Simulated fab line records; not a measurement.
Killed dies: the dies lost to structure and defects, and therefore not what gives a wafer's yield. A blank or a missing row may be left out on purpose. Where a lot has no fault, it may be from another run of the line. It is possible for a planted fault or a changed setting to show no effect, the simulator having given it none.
Lot-split experiment / flow n5Finfet / on a route of 1938 steps: 7 lots, 21 wafers read

== ABOUT THE SPLIT ==
At N5_BEOL_M6_PECVD_70 (deposits SiO2 from TEOS/O2, target thk 20 nm, time 22.7 s), the setting tempC was moved away from the recipe's 400 C on 8 of the 21 wafers read, by -3.9% to +4.5%. The other wafers ran this setting at the recipe's value.

== FROM THE SPLIT TO THE READING: what the file shows between them, 3 steps ==
- N5_BEOL_M6_HM_DEP_02: deposits TiN, target thk 20 nm
- N5_BEOL_M6_COAT_59: time 60 s, resist thk 100 nm
- N5_BEOL_M6_STRIP_80: strips in N2/H2, time 10 s

== THE READING ==
SiO2_of_BEOL_M6_PECVD_70.thkNm (the simulator's own value, which no gauge read), in nm, at N5_BEOL_M6_HM_STRIP_39 (strips TiN in peroxide tin strip, target depth 25 nm, time 158 s). There is no usual value for it anywhere in the file. Here, 13 wafers ran the recipe; their average is 19.9 nm with a standard deviation of 0.15 nm.

wafer=L074.2; tool, chamber at the split=pecvd-03, 2; tempC as run, C=400; against the recipe=recipe; SiO2_of_BEOL_M6_PECVD_70.thkNm, nm=19.8; against lot-mates on the recipe=-
wafer=L074.3; tool, chamber at the split=pecvd-03, 1; tempC as run, C=414.9; against the recipe=+3.7%; SiO2_of_BEOL_M6_PECVD_70.thkNm, nm=17.8; against lot-mates on the recipe=-2.1
wafer=L074.6; tool, chamber at the split=pecvd-03, 1; tempC as run, C=400; against the recipe=recipe; SiO2_of_BEOL_M6_PECVD_70.thkNm, nm=20; against lot-mates on the recipe=-
wafer=L075.1; tool, chamber at the split=pecvd-02, 2; tempC as run, C=400; against the recipe=recipe; SiO2_of_BEOL_M6_PECVD_70.thkNm, nm=20; against lot-mates on the recipe=-
wafer=L075.4; tool, chamber at the split=pecvd-02, 2,1; tempC as run, C=400; against the recipe=recipe; SiO2_of_BEOL_M6_PECVD_70.thkNm, nm=20; against lot-mates on the recipe=-
wafer=L075.6; tool, chamber at the split=pecvd-02, 2,1; tempC as run, C=400; against the recipe=recipe; SiO2_of_BEOL_M6_PECVD_70.thkNm, nm=20; against lot-mates on the recipe=-
wafer=L086.3; tool, chamber at the split=pecvd-01, 2; tempC as run, C=408.6; against the recipe=+2.2%; SiO2_of_BEOL_M6_PECVD_70.thkNm, nm=18.2; against lot-mates on the recipe=-1.5
wafer=L086.5; tool, chamber at the split=pecvd-01, 0; tempC as run, C=400; against the recipe=recipe; SiO2_of_BEOL_M6_PECVD_70.thkNm, nm=19.8; against lot-mates on the recipe=-
wafer=L086.6; tool, chamber at the split=pecvd-01, 2; tempC as run, C=400; against the recipe=recipe; SiO2_of_BEOL_M6_PECVD_70.thkNm, nm=19.6; against lot-mates on the recipe=-
wafer=L088.2; tool, chamber at the split=pecvd-02, 0; tempC as run, C=415.6; against the recipe=+3.9%; SiO2_of_BEOL_M6_PECVD_70.thkNm, nm=18; against lot-mates on the recipe=-1.8
wafer=L088.3; tool, chamber at the split=pecvd-02, 1; tempC as run, C=415.6; against the recipe=+3.9%; SiO2_of_BEOL_M6_PECVD_70.thkNm, nm=17.6; against lot-mates on the recipe=-2.2
wafer=L088.6; tool, chamber at the split=pecvd-02, 1; tempC as run, C=400; against the recipe=recipe; SiO2_of_BEOL_M6_PECVD_70.thkNm, nm=19.8; against lot-mates on the recipe=-
wafer=L089.1; tool, chamber at the split=pecvd-03, 1; tempC as run, C=400; against the recipe=recipe; SiO2_of_BEOL_M6_PECVD_70.thkNm, nm=19.8; against lot-mates on the recipe=-
wafer=L089.4; tool, chamber at the split=pecvd-03, 2,1; tempC as run, C=386.4; against the recipe=-3.4%; SiO2_of_BEOL_M6_PECVD_70.thkNm, nm=21.6; against lot-mates on the recipe=+1.8
wafer=L089.6; tool, chamber at the split=pecvd-03, 2,1; tempC as run, C=386.4; against the recipe=-3.4%; SiO2_of_BEOL_M6_PECVD_70.thkNm, nm=21.8; against lot-mates on the recipe=+2.0
wafer=L096.1; tool, chamber at the split=pecvd-02, 1; tempC as run, C=384.2; against the recipe=-3.9%; SiO2_of_BEOL_M6_PECVD_70.thkNm, nm=21.6; against lot-mates on the recipe=+1.6
wafer=L096.2; tool, chamber at the split=pecvd-02, 0; tempC as run, C=400; against the recipe=recipe; SiO2_of_BEOL_M6_PECVD_70.thkNm, nm=19.8; against lot-mates on the recipe=-
wafer=L096.6; tool, chamber at the split=pecvd-02, 2; tempC as run, C=400; against the recipe=recipe; SiO2_of_BEOL_M6_PECVD_70.thkNm, nm=20.2; against lot-mates on the recipe=-
wafer=L095.1; tool, chamber at the split=pecvd-01, 0,1; tempC as run, C=400; against the recipe=recipe; SiO2_of_BEOL_M6_PECVD_70.thkNm, nm=19.8; against lot-mates on the recipe=-
wafer=L095.3; tool, chamber at the split=pecvd-01, 0,1; tempC as run, C=400; against the recipe=recipe; SiO2_of_BEOL_M6_PECVD_70.thkNm, nm=19.8; against lot-mates on the recipe=-
wafer=L095.4; tool, chamber at the split=pecvd-01, 2; tempC as run, C=418; against the recipe=+4.5%; SiO2_of_BEOL_M6_PECVD_70.thkNm, nm=17.6; against lot-mates on the recipe=-2.2
When a row names more than one chamber, that row covers several wafers, and the file does not tell which wafer ran in which chamber.

THE FIT
A straight line over all 21 wafers: SiO2_of_BEOL_M6_PECVD_70.thkNm changes by -0.525 nm for each +1% of tempC; r = -0.99; the points scatter about the line by 0.2 nm.
The same after taking each lot's own level away (the mean of its wafers on the recipe; 21 wafers): -0.515 nm for each +1%; r = -0.99; scatter 0.18 nm.
On that fit, the largest move of tempC shifts the reading by 2.3 nm.
From 19.70 to 20.00 nm: that is the span of the lots' own levels, equal to 2.0 times the standard deviation above.
The two slopes are in agreement: the lot-to-lot level therefore moves the slope only a little.
Check: -2.38 nm against its lot-mates is what the line predicts for one of the wafers moved furthest among these (+4.5%) when that wafer is left out of the fit. Against them it came out at -2.2 nm.

== ADDITIONAL SPLITS CARRIED BY THESE WAFERS ==
Other splits were also applied to these wafers ahead of the reading. Each is held against what the fit with the lots' levels taken away leaves over:
other split on the same wafers=N5_BEOL_M6_ILD_DEP_00 timeS; wafers away from the commonest value=10; r with SiO2_of_BEOL_M6_PECVD_70.thkNm (lot level and that fit taken away)=-0.35

== THE WHOLE CHAIN: every reading that the file lists as answering this split, in the file's order ==
step=N5_BEOL_M6_PECVD_70; what it does=deposits SiO2 from TEOS/O2, target thk 20 nm, time 22.7 s; reading=SiO2_of_BEOL_M6_PECVD_70.thkNm (the simulator's own value, which no gauge read); change (the file's fit)=-0.503 nm for each +1% of the setting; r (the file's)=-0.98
step=N5_BEOL_M6_HM_STRIP_39; what it does=strips TiN in peroxide tin strip, target depth 25 nm, time 158 s; reading=SiO2_of_BEOL_M6_PECVD_70.thkNm (the simulator's own value, which no gauge read); change (the file's fit)=-0.512 nm for each +1% of the setting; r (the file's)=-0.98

== THE FILE'S OWN FIT ==
SiO2_of_BEOL_M6_PECVD_70.thkNm changes by -0.512 nm for each +1% of tempC, r = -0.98.
